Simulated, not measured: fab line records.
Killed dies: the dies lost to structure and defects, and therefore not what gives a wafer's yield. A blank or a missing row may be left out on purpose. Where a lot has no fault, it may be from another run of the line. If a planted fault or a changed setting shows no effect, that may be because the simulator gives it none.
fab line records	flow nand-harc
record: lots: 6	wafers: 18	last-day: 34
route steps=1302 shown P_CONTACT@233 P_M0@253 END@1302
lots that met no fault: from a run of the same line without faults
start-h: hours from the record's opening day to when the first of the lot's shown wafers began	wait-h: hours from the lot's prior step to this one	" repeats the value in the row above	L1.1+2: a single row standing in for several wafers	- value missing, or start not given	* or withheld: withheld	< > ~ a bound
route shown NAME@n: names a module that has steps shown in the file, with the first one's number in the route	usual: average and standard deviation across the fault-free wafers	same: alike in all rows	chamber/n: place in a boat	sites: per-site readings	_std_site: standard deviation across them	_edge_site: the outer-site mean with the inner-site mean subtracted	radius-mm: how far each site lies from the wafer's centre	mask NAME#n: copy n	behind: the last tool/chamber to shape the wafer	hold: why the lot was held/for how many hours/how that ended	device: names the non-switching transistor (n, p or np)	end of line: the same wafers' tests at the end of the route	a step without rows: its recipe alone	killed: dies lost to structure and defects at the first sort, not the wafer's yield	map: per-die view of a wafer (x killed, . not killed, _ where there is no die)
set.NAME: the setting the step ran with; set.NAME@STEP: the setting that earlier step ran with	model.NAME: the simulator's own value behind a step, which no gauge read
lots at some steps of the route; a table a step, a row a wafer
services: the hour from which a tool's chamber was out of use, counted from the record's first day as start-h (under 0 if before that day), plus the number of hours and why
== steps ==
step: NHARC_P_CONTACT_OVL_MEAS_13
usual: overlay-x-nm: -0.1/0.82	overlay-y-nm: -0.2/1.1
lot.wafer	tool	chamber	start-h	wait-h	overlay-x-nm	overlay-y-nm
L854.2	overlay-01	-	180.66	-	-0.4	1.1
L854.4	"	-	"	"	-1.4	1.8
L854.6	"	-	"	"	-0.9	1.0
L860.1	overlay-02	-	233.99	-	-1.3	-2.2
L860.3	"	-	"	"	-0.2	-2.1
L860.4	"	-	"	"	-0.4	-1.8
L864.4	overlay-01	-	281.90	-	1.6	0.6
L864.5	"	-	"	"	2.0	0.9
L864.6	"	-	"	"	1.7	0.6
L865.4	overlay-01	-	288.97	-	-1.5	0.2
L865.5	"	-	"	"	-1.5	0.2
L865.6	"	-	"	"	-1.4	0.5
L868.2	overlay-02	-	324.54	-	-0.7	-0.7
L868.4	"	-	"	"	-0.4	-0.7
L868.6	"	-	"	"	-0.9	-0.9
L871.1	overlay-01	-	354.79	-	0.3	-0.1
L871.3	"	-	"	"	-0.3	0.3
L871.4	"	-	"	"	0.5	-0.1
step: NHARC_P_CONTACT_INSPECT_14
usual: raw-defect-count: 3.9/2.4
lot.wafer	tool	chamber	start-h	wait-h	raw-defect-count
L854.2	defect-inspect-01	-	180.70	0.0	3
L854.4	"	-	"	"	6
L854.6	"	-	"	"	2
L860.1	defect-inspect-02	-	234.02	0.0	8
L860.3	"	-	"	"	13
L860.4	"	-	"	"	12
L864.4	defect-inspect-01	-	281.94	0.0	6
L864.5	"	-	"	"	3
L864.6	"	-	"	"	1
L865.4	defect-inspect-02	-	289.01	0.0	4
L865.5	"	-	"	"	4
L865.6	"	-	"	"	3
L868.2	defect-inspect-02	-	324.57	0.0	5
L868.4	"	-	"	"	3
L868.6	"	-	"	"	2
L871.1	defect-inspect-02	-	354.83	0.0	4
L871.3	"	-	"	"	4
L871.4	"	-	"	"	1
step: NHARC_P_CONTACT_DESCUM_17
recipe: time-s: 3	o2-flow-sccm: 200	ar-flow-sccm: 0	bias-power-w: 0	chemistry: O2
step: NHARC_P_CONTACT_ETCH_35
recipe: target-depth-a: 390	over-etch-frac: 0.3	time-s: 65	ion-energy-ev: 80	cf4-flow-sccm: 150	ar-flow-sccm: 0	rf-w: 300	bias-w: 100	chemistry: CF4
step: NHARC_P_CONTACT_ETCH_36
recipe: target-depth-a: 2600	over-etch-frac: 0.25	time-s: 406.25	ion-energy-ev: 200	n2-flow-sccm: 150	h2-flow-sccm: 150	ar-flow-sccm: 0	rf-w: 400	bias-w: 150	chemistry: N2/H2
step: NHARC_P_CONTACT_ETCH_18
recipe: target-depth-a: 4810	time-s: 240.5	c4f8-flow-sccm: 20	o2-flow-sccm: 10	ar-flow-sccm: withheld	rf-w: 600	bias-w: 1500	chemistry: C4F8/O2/Ar
step: NHARC_P_CONTACT_STRIP_37
recipe: c4f8-flow-sccm: withheld	o2-flow-sccm: 8	ar-flow-sccm: withheld	bias-w: 0	chemistry: C4F8/O2/Ar
step: NHARC_P_CONTACT_ETCH_31
recipe: target-depth-a: 300	time-s: 85.7	ion-energy-ev: 120	over-etch-frac: 1	ch3f-flow-sccm: 50	o2-flow-sccm: 30	ar-flow-sccm: 200	rf-w: 500	bias-w: 100	chemistry: CH3F/O2
step: NHARC_P_CONTACT_CD_MEAS_19
usual: cd-nm: 90.4/2.4
lot.wafer	tool	chamber	start-h	wait-h	cd-nm
L854.2	cd-sem-01	-	181.63	-	87.7
L854.4	"	-	"	"	88.2
L854.6	"	-	"	"	87.7
L860.1	cd-sem-01	-	234.98	-	92.6
L860.3	"	-	"	"	91.4
L860.4	"	-	"	"	89.7
L864.4	cd-sem-02	-	283.02	-	89.7
L864.5	"	-	"	"	92.0
L864.6	"	-	"	"	94.0
L865.4	cd-sem-03	-	289.95	-	93.3
L865.5	"	-	"	"	90.7
L865.6	"	-	"	"	90.0
L868.2	cd-sem-03	-	325.50	-	88.6
L868.4	"	-	"	"	89.5
L868.6	"	-	"	"	90.1
L871.1	cd-sem-02	-	355.76	-	91.2
L871.3	"	-	"	"	91.2
L871.4	"	-	"	"	89.5
step: NHARC_P_CONTACT_STRIP_28
recipe: o2-flow-sccm: 500	ar-flow-sccm: 0	bias-w: 0	chemistry: O2
step: NHARC_P_CONTACT_STRIP_29
recipe: time-s: 1200	temp-c: 72.5	chemistry: post-etch-residue-remover
step: NHARC_P_CONTACT_DEGAS_38
recipe: temp-c: 300	time-s: 60
step: NHARC_P_CONTACT_PRE_CLEAN_39
recipe: time-s: 19.5	bias-v: 250	gas: Ar
lot.wafer	tool	chamber	start-h	wait-h
L854.4+2+6	pvd-sputter-03	-	182.41	-
L860.4+3+1	pvd-sputter-02	-	235.75	-
L864.4+5+6	pvd-sputter-03	-	283.82	-
L865.4+6+5	pvd-sputter-03	-	290.75	-
L868.4+2+6	pvd-sputter-02	-	326.28	-
L871.1+4+3	pvd-sputter-02	-	356.52	-
step: NHARC_P_CONTACT_PVD_32
recipe: target-thk-a: 50	chamber-pressure-pa: 5	power-w: 5000	substrate-temp-c: 200	time-s: 17.7	material: Ti
step: NHARC_P_CONTACT_ALD_22
recipe: target-thk-a: 30	pulse-time-s: 1	ald-cycles: 150	temp-c: 450	material: TiN
step: NHARC_P_CONTACT_CVD_23
recipe: target-thk-a: 2000	temp-c: 300	pressure-torr: 40	wf6-flow-sccm: 40	h2-flow-sccm: 1600	ar-flow-sccm: 1560	time-s: 557	material: W
step: NHARC_P_CONTACT_CMP_24
recipe: t-overpolish-s: 30	target-thk-nm: 200
step: NHARC_P_CONTACT_SRD_26
step: NHARC_P_M0_DEP_00
recipe: target-thk-a: 1500	target-thk-nm: 150	temp-c: withheld	pressure-torr: 5	flow-sccm: 200	rf-w: 600	material: SiOC
step: NHARC_P_M0_DEHYDRATE_01
recipe: temp-c: 150	time-s: 120
step: NHARC_P_M0_HMDS_02
recipe: time-s: 30
step: NHARC_P_M0_COAT_33
recipe: temp-c: 200	time-s: 65
step: NHARC_P_M0_COAT_03
recipe: spin-rpm: 1500	resist-thk-nm: 90
step: NHARC_P_M0_SOFTBAKE_04
recipe: temp-c: 105	time-s: 55
step: NHARC_P_M0_EBR_05
step: NHARC_P_M0_EXPOSE_06
recipe: na: 1.35	target-cd-nm: 90	dose-mj: 81.28	mask-id: P_M0
step: NHARC_P_M0_PEB_07
recipe: peb-temp-c: 100	peb-time-s: 65
step: NHARC_P_M0_DEVELOP_08
recipe: develop-time-s: 35	dev-temp-c: 23
step: NHARC_P_M0_CD_MEAS_09
recipe: target-cd-nm: 90	landing-energy-ev: 500
usual: cd-nm: 90.1/0.78
same: landing-energy-ev: 500
lot.wafer	tool	chamber	start-h	wait-h	cd-nm
L854.2	cd-sem-02	0	184.62	-	90.5
L854.4	"	0	"	"	91.3
L854.6	"	0	"	"	89.9
L860.1	cd-sem-02	0	238.51	-	90.5
L860.3	"	0	"	"	90.5
L860.4	"	0	"	"	91.0
L864.4	cd-sem-02	0	286.01	-	89.7
L864.5	"	0	"	"	90.1
L864.6	"	0	"	"	91.1
L865.4	cd-sem-02	0	293.07	-	89.8
L865.5	"	0	"	"	89.6
L865.6	"	0	"	"	90.1
L868.2	cd-sem-02	0	328.50	-	90.2
L868.4	"	0	"	"	91.1
L868.6	"	0	"	"	89.7
L871.1	cd-sem-03	0	358.77	-	89.7
L871.3	"	0	"	"	90.2
L871.4	"	0	"	"	90.7
step: NHARC_P_M0_OVL_MEAS_10
recipe: pitch-nm: 180
usual: overlay-x-nm: -0.1/0.74	overlay-y-nm: -0.1/0.93
lot.wafer	tool	chamber	start-h	wait-h	overlay-x-nm	overlay-y-nm
L854.2	overlay-02	-	184.70	-	0.9	-1.4
L854.4	"	-	"	"	0.9	-0.6
L854.6	"	-	"	"	1.1	-1.0
L860.1	overlay-01	-	238.60	-	-0.5	0.6
L860.3	"	-	"	"	-0.8	0.7
L860.4	"	-	"	"	-0.7	0.5
L864.4	overlay-01	-	286.10	-	-0.6	0.2
L864.5	"	-	"	"	-0.4	-0.2
L864.6	"	-	"	"	-0.5	0.2
L865.4	overlay-01	-	293.15	-	-0.4	0.4
L865.5	"	-	"	"	-0.1	0.2
L865.6	"	-	"	"	-0.1	-0.1
L868.2	overlay-01	-	328.58	-	0.6	0.9
L868.4	"	-	"	"	0.4	1.4
L868.6	"	-	"	"	0.6	1.0
L871.1	overlay-02	-	358.86	-	0.3	0.1
L871.3	"	-	"	"	0.4	0.2
L871.4	"	-	"	"	-0.2	-0.5
step: NHARC_P_M0_DESCUM_14
recipe: time-s: 3	o2-flow-sccm: 200	ar-flow-sccm: 0	bias-power-w: 0	chemistry: O2
step: NHARC_P_M0_ETCH_34
recipe: target-depth-a: 400	overetch-a: 120	time-s: 43.94	ion-energy-ev: 200	n2-flow-sccm: 150	h2-flow-sccm: 150	ar-flow-sccm: 0	rf-w: 400	bias-w: 150	chemistry: N2/H2
usual: drypump-motor-current-A: 5.6/0.41	mfc-ar-sccm: 0.008/0.011	oes-product-au: 1.001/0.013	rf-vpp-V: 430.6/2.7	showerhead-plenum-p-Torr: 2.04/0.095	throttle-valve-pct: 14.173/0.0092
lot.wafer	tool	chamber	start-h	wait-h	drypump-motor-current-A	mfc-ar-sccm	oes-product-au	rf-hours-counter-h	rf-vpp-V	showerhead-plenum-p-Torr	throttle-valve-pct
L854.4	rie-diel-07	1	184.88	0.1	5.7	0	0.990	8	435.5	2.19	14.162
L854.2	"	0	"	"	4.7	0.005	0.992	10	430.5	2.06	14.181
L854.6	"	1	"	"	5.7	0	0.988	-	433.3	2.19	14.175
L860.1	rie-diel-07	3	238.78	0.1	6.0	0	0.994	19	433.8	2.12	14.166
L860.4	"	0	"	"	4.7	0.005	0.996	19	431.4	2.06	14.183
L860.3	"	1	"	"	5.7	0	0.992	13	434.4	2.19	14.178
L864.4	rie-diel-07	2	286.28	0.1	5.5	0.009	0.998	27	431.2	2.04	14.172
L864.6	"	2	"	"	5.5	0.009	0.993	-	430.5	2.04	14.173
L864.5	"	3	"	"	6.0	0	0.994	-	433.0	2.12	14.171
L865.4	rie-diel-07	3	293.34	0.1	5.9	0	0.989	30	432.6	2.12	14.174
L865.6	"	1	"	"	5.8	0	1.002	-	434.1	2.19	14.189
L865.5	"	2	"	"	5.5	0.009	0.994	-	430.9	2.04	14.158
L868.4	rie-diel-11	2	328.83	0.1	5.7	0.009	1.010	22	427.4	1.96	14.160
L868.2	"	3	"	"	5.2	0.009	0.989	22	432.6	2.10	14.175
L868.6	"	0	"	"	5.5	0	1.014	-	428.2	1.91	14.169
L871.3	rie-diel-11	2	359.24	0.1	5.7	0.009	0.984	33	428.3	1.96	14.179
L871.1	"	3	"	"	5.2	0.009	0.989	30	430.9	2.09	14.181
L871.4	"	1	"	"	6.2	0.036	1.024	31	428.2	1.98	14.166
step: NHARC_P_M0_ETCH_15
recipe: target-depth-a: 1500	overetch-a: 150	time-s: 82.5	c4f8-flow-sccm: withheld	ar-flow-sccm: 400	rf-w: 600	bias-w: 300	chemistry: C4F8/Ar
usual: oes-product-au: 0.956/0.02	rf-vpp-V: 440.9/2.8
lot.wafer	tool	chamber	start-h	wait-h	oes-product-au	rf-hours-counter-h	rf-vpp-V
L854.2	rie-diel-07	1	-	-	0.955	8	445.7
L854.4	"	2	"	"	0.958	9	440.6
L854.6	"	2	"	"	0.956	-	441.2
L860.4	rie-diel-07	3	-	-	0.952	19	441.9
L860.3	"	0	"	"	0.945	19	441.2
L860.1	"	1	"	"	0.953	13	443.7
L864.4	rie-diel-07	1	-	-	0.977	23	445.0
L864.6	"	2	"	"	0.976	-	439.2
L864.5	"	3	"	"	0.952	-	443.9
L865.4	rie-diel-07	1	-	-	0.968	23	444.9
L865.6	"	1	"	"	0.961	-	445.3
L865.5	"	2	"	"	0.981	-	441.0
L868.2	rie-diel-11	0	-	-	0.959	20	437.0
L868.4	"	1	"	"	0.983	20	438.6
L868.6	"	3	"	"	0.938	-	443.4
L871.1	rie-diel-11	3	-	-	0.949	30	440.7
L871.4	"	0	"	"	0.980	26	437.2
L871.3	"	2	"	"	0.953	33	439.2
step: NHARC_P_M0_CD_MEAS_16
usual: cd-nm: 89.8/1.2
lot.wafer	tool	chamber	start-h	wait-h	cd-nm
L854.2	cd-sem-02	-	185.10	-	90.5
L854.4	"	-	"	"	89.2
L854.6	"	-	"	"	87.7
L860.1	cd-sem-01	-	239.00	-	90.6
L860.3	"	-	"	"	88.5
L860.4	"	-	"	"	90.2
L864.4	cd-sem-01	-	286.50	-	89.8
L864.5	"	-	"	"	91.2
L864.6	"	-	"	"	90.7
L865.4	cd-sem-03	-	293.55	-	90.2
L865.5	"	-	"	"	90.4
L865.6	"	-	"	"	89.9
L868.2	cd-sem-03	-	329.06	-	89.9
L868.4	"	-	"	"	90.8
L868.6	"	-	"	"	89.5
L871.1	cd-sem-03	-	359.46	-	88.5
L871.3	"	-	"	"	88.8
L871.4	"	-	"	"	89.1
step: NHARC_P_M0_STRIP_18
recipe: power-w: 1000	n2-flow-sccm: 150	h2-flow-sccm: 150	ar-flow-sccm: 0	bias-w: 0	chemistry: N2/H2
usual: drypump-motor-current-A: 5.6/0.38	mfc-ar-sccm: 0.007/0.011	oes-product-au: 0.999/0.014	rf-vpp-V: 90.6/1	showerhead-plenum-p-Torr: 2.04/0.1	throttle-valve-pct: 14.171/0.0085
lot.wafer	tool	chamber	start-h	wait-h	drypump-motor-current-A	mfc-ar-sccm	oes-product-au	rf-hours-counter-h	rf-vpp-V	showerhead-plenum-p-Torr	throttle-valve-pct
L854.2	rie-diel-07	2	185.20	0.1	5.5	0.009	0.984	9	90.2	2.04	14.166
L854.4	"	3	"	"	6.0	0	0.995	11	91.0	2.12	14.171
L854.6	"	2	"	"	5.5	0.009	0.996	-	90.3	2.04	14.186
L860.4	rie-diel-07	0	239.07	0.1	4.7	0.005	0.982	19	90.4	2.06	14.181
L860.1	"	1	"	"	5.8	0	0.984	13	93.0	2.19	14.175
L860.3	"	2	"	"	5.5	0.009	0.977	17	91.3	2.04	14.182
L864.4	rie-diel-07	0	286.63	0.1	4.7	0.005	0.988	29	91.7	2.05	14.184
L864.6	"	2	"	"	5.5	0.009	0.997	-	90.2	2.04	14.164
L864.5	"	3	"	"	6.0	0	0.991	-	90.1	2.12	14.158
L865.4	rie-diel-04	0	293.70	0.1	5.5	0	0.982	38	89.6	1.88	14.168
L865.5	"	1	"	"	6.0	0.023	0.987	-	91.1	2.20	14.166
L865.6	"	2	"	"	5.4	0	1.019	-	89.5	2.04	14.176
L868.4	rie-diel-07	3	329.16	0.1	6.0	0	1.007	3	91.8	2.12	14.169
L868.2	"	0	"	"	4.7	0.005	0.979	4	90.9	2.05	14.182
L868.6	"	3	"	"	6.0	0	1.006	-	91.2	2.12	14.194
L871.1	rie-diel-11	3	359.58	0.1	5.2	0.009	0.986	30	90.0	2.09	14.173
L871.3	"	0	"	"	5.5	0	1.012	26	90.1	1.91	14.177
L871.4	"	1	"	"	6.2	0.036	1.023	31	90.6	1.98	14.186
step: NHARC_P_M0_STRIP_19
recipe: time-s: 600	temp-c: 30	chemistry: post-etch-residue-remover
step: NHARC_P_M0_DEGAS_28
recipe: temp-c: 250	time-s: 60
step: NHARC_P_M0_PRE_CLEAN_29
recipe: time-s: 30	temp-c: 280	gas: H2/He
usual: heater-power-w: 422/47
lot.wafer	tool	chamber	start-h	wait-h	heater-power-w
L854.4	pvd-sputter-01	-	-	-	419
L854.2	"	-	"	"	316
L854.6	"	-	"	"	424
L860.1	pvd-sputter-03	-	-	-	502
L860.3	"	-	"	"	462
L860.4	"	-	"	"	423
L864.4	pvd-sputter-03	-	-	-	510
L864.6	"	-	"	"	507
L864.5	"	-	"	"	462
L865.4	pvd-sputter-02	-	-	-	379
L865.6	"	-	"	"	443
L865.5	"	-	"	"	484
L868.2	pvd-sputter-01	-	-	-	414
L868.4	"	-	"	"	334
L868.6	"	-	"	"	407
L871.4	pvd-sputter-01	-	-	-	337
L871.3	"	-	"	"	408
L871.1	"	-	"	"	415
step: NHARC_P_M0_PVD_20
recipe: target-thk-a: 50	bias-v: 168.6	power-w: 15000	chamber-pressure-pa: 0.12	time-s: 8.06	substrate-temp-c: 50	material: TaN
usual: substrate-temp-c: 49.99/0.11	throttle-valve-pct: 30.4/0.95
lot.wafer	tool	chamber	start-h	wait-h	substrate-temp-c	throttle-valve-pct
L854.4	pvd-sputter-01	-	-	-	49.90	30.4
L854.2	"	-	"	"	49.88	28.6
L854.6	"	-	"	"	49.99	30.0
L860.4	pvd-sputter-03	-	-	-	50.18	29.2
L860.3	"	-	"	"	50.18	31.4
L860.1	"	-	"	"	50.17	31.2
L864.4	pvd-sputter-03	-	-	-	50.00	31.1
L864.6	"	-	"	"	49.98	30.8
L864.5	"	-	"	"	50.06	29.3
L865.4	pvd-sputter-02	-	-	-	50.22	31.4
L865.6	"	-	"	"	50.07	30.2
L865.5	"	-	"	"	49.83	31.2
L868.2	pvd-sputter-01	-	-	-	49.92	30.8
L868.4	"	-	"	"	49.80	29.2
L868.6	"	-	"	"	50.04	28.9
L871.4	pvd-sputter-01	-	-	-	50.20	30.8
L871.3	"	-	"	"	50.07	29.4
L871.1	"	-	"	"	49.98	29.3
step: NHARC_END_SORT_01
recipe: temp-c: 25
usual: killed-at-array: 55/19	killed-at-other: 0.9/1.4	killed-at-periphery: 3.8/2.9	killed-dies: 60/19	killed-open: 3.3/1.8	killed-short: 2.6/1.6
same: gross-dies: 677
lot.wafer	tool	chamber	start-h	wait-h	killed-at-array	killed-at-other	killed-at-periphery	killed-dies	killed-open	killed-short
L864.4	prober-02	0	718.47	3.4	80	0	109	189	2	4
L864.5	prober-02	0	719.26	3.6	76	0	57	133	6	2
L864.6	prober-02	0	720.05	3.9	55	0	77	132	4	2
L865.4	prober-02	0	737.41	3.4	33	7	65	105	4	1
L865.5	prober-02	0	738.21	3.7	43	0	58	101	2	1
L865.6	prober-02	0	739.01	4.0	39	0	105	144	1	4
killed by level:class
L864.4 P_CONTACT:unspecified=108 A_CHANNEL_HOLE_D1:chamber-film-flake=36 A_SLIT:chamber-film-flake=19 A_CHANNEL_HOLE_D2:chamber-film-flake=14 A_CONTACT:chamber-film-flake=3 A_WL_FILL:geometric-particle:short=2 A_CHANNEL_HOLE_D1:geometric-particle:short=1 A_CHANNEL_FILL_D1:geometric-particle:open=1
L864.5 P_CONTACT:unspecified=50 A_CHANNEL_HOLE_D1:chamber-film-flake=30 A_CHANNEL_HOLE_D2:chamber-film-flake=20 A_SLIT:chamber-film-flake=9 A_STAIRCASE:chamber-film-flake=6 A_CONTACT:chamber-film-flake=4 P_ZERO_WELL:chamber-film-flake=3 P_M0:geometric-particle:open=2
L864.6 P_CONTACT:unspecified=77 A_CHANNEL_HOLE_D1:chamber-film-flake=27 A_CHANNEL_HOLE_D2:chamber-film-flake=10 A_SLIT:chamber-film-flake=7 A_CONTACT:chamber-film-flake=4 A_DECK1_JOINT:geometric-particle:open=1 A_STAIRCASE:geometric-particle:open=1 A_SGD_CUT:geometric-particle:open=1
L865.4 P_CONTACT:unspecified=59 A_CHANNEL_HOLE_D2:chamber-film-flake=19 THIN_TSV:chamber-film-flake=7 A_SLIT:chamber-film-flake=6 P_CONTACT:geometric-particle:open=2 P_M0:geometric-particle:open=2 P_GATE:chamber-film-flake=2 A_CHANNEL_HOLE_D1:chamber-film-flake=2
L865.5 P_CONTACT:unspecified=56 A_CHANNEL_HOLE_D2:chamber-film-flake=19 A_CHANNEL_HOLE_D1:chamber-film-flake=10 A_SLIT:chamber-film-flake=4 A_STAIRCASE:chamber-film-flake=3 A_ZERO_WELL:chamber-film-flake=2 P_M0:geometric-particle:open=1 A_ONON_D2:geometric-particle:open=1
L865.6 P_CONTACT:unspecified=104 A_CHANNEL_HOLE_D2:chamber-film-flake=17 A_SLIT:chamber-film-flake=8 A_CHANNEL_HOLE_D1:chamber-film-flake=3 A_CHANNEL_FILL_D1:geometric-particle:short=2 A_CHANNEL_FILL_D2:chamber-film-flake=2 A_STAIRCASE:chamber-film-flake=2 A_WL_FILL:chamber-film-flake=2
map L864.4 (x killed, . not)
____________.____________
_________......._________
_______..........._______
______.............______
_____..............._____
____.....x...x....x..____
____.................____
___...................___
___..........x........___
__............x.xxx....__
__..........xxxxx.x.x..__
_...........xxxxxxxxx.x._
_.........x.xxxxxxxxxx.._
_..........xxxxxxxxxxxx._
_...........xxxxxxxx.xx._
_..........xxxxxxxxxxxxx_
...........xxxxxxxxxxxxxx
..........x.xxxxxxxxxx.xx
...........xxxxxxxxx.xx.x
...........xxxxxxxxxxxxxx
......x.....xxxxxxx.xx..x
_.....xxx.....xxxxx....._
_......x.....xxxx......._
_....xxx.x....x......x.._
_x....xxx.x......x......_
_....x.xxx.............._
__.....x.x.x...........__
__.xxxxxx..x...........__
___..x..xx............___
___...xx.xx.x.........___
____.xxx.x...........____
____.x...............____
_____....x.........._____
______....x........______
_______..........._______
_________......._________
____________.____________
map L865.6 (x killed, . not)
____________.____________
_________......._________
_______..........._______
______....x........______
_____.......x......._____
____........x........____
____.................____
___...................___
___...........x.x.....___
__............xxx......__
__...........xxxxxxx...__
_.........x.xxxxxxxx...._
_..........xxxxxxxxx...._
_.........x.xxxxxxxx...x_
_..........xxxxxxxxx...._
_..........xxxxxxxxx...._
...........xxxxxxxxx.....
.......x...xxxxxxxxx.....
........x..xxxxxxxxx.....
............xxxxxx.x.....
............xxxxxxx......
_...........xxx.x......._
_...x..........xx.x....._
_x...................x.._
_.........x..x.........._
_.xxxx.................._
__xx.x.x.xxx...........__
__xxxxxx.....x.......x.__
___xx.x...............___
___xx...x.............___
____x...x............____
____x................____
_____..............._____
______.............______
_______..........._______
_________......._________
____________.____________
== services ==
tool	chamber	start-h	hours	kind
pvd-sputter-01	-	166.44	7.9	repair
rie-diel-07	1	169.77	3.3	repair
pvd-sputter-03	-	170.00	10.0	pm
rie-diel-11	1	170.61	4.4	repair
rie-diel-11	3	189.25	6.5	repair
pvd-sputter-02	-	195.39	2.0	repair
rie-diel-07	1	202.78	13.0	repair
pvd-sputter-02	-	217.84	1.8	repair
pvd-sputter-02	-	220.78	1.4	repair
pvd-sputter-01	-	226.04	10.0	pm
rie-diel-11	-	228.29	0.2	repair
pvd-sputter-02	-	229.21	1.2	repair
rie-diel-11	0	229.51	20.0	repair
rie-diel-11	2	243.32	2.4	repair
rie-diel-11	-	244.93	0.9	repair
rie-diel-07	0	245.00	2.0	repair
pvd-sputter-03	-	250.41	9.1	repair
rie-diel-11	-	255.50	9.0	pm
pvd-sputter-02	-	271.34	6.3	repair
pvd-sputter-02	-	282.00	10.0	pm
rie-diel-07	-	295.20	9.0	pm
rie-diel-11	2	321.18	1.8	repair
pvd-sputter-03	-	348.00	10.0	pm
rie-diel-07	1	348.03	10.8	repair
== key ==
first-sign: step: NHARC_END_SORT_01	reading: killed-at-periphery	direction: up	sigmas: 26	usual: 3.8	struck: 78.5
effect: step: NHARC_END_SORT_01	reading: killed-dies	direction: up	sigmas: 3.9	usual: 60	struck: 134
more-kills-born-at: NHARC_P_CONTACT_PRE_CLEAN_39@pvd-sputter-03: 454
met-at NHARC_P_CONTACT_PRE_CLEAN_39
struck-wafers L864.4,L864.5,L864.6,L865.4,L865.5,L865.6
tester-left-out L864,L865
onset-between 182.41 283.82
also-fits NHARC_P_M0_ETCH_34:rie-diel-07,NHARC_P_M0_ETCH_15:rie-diel-07
fault: kind: chamber-particle-source	tool: pvd-sputter-03	chamber: -	onset-h: 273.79	steps: NHARC_P_CONTACT_PRE_CLEAN_39	rate-per-visit-cm2: 2.2233	end-h: 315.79
tester-left-out: of these lots the tester's yield and bins aren't shown, on N5 and GAA mostly nor the transistor test; their killed dies are dies lost to structure and defects alone, not to doping, threshold or leakage, so they don't give the yield
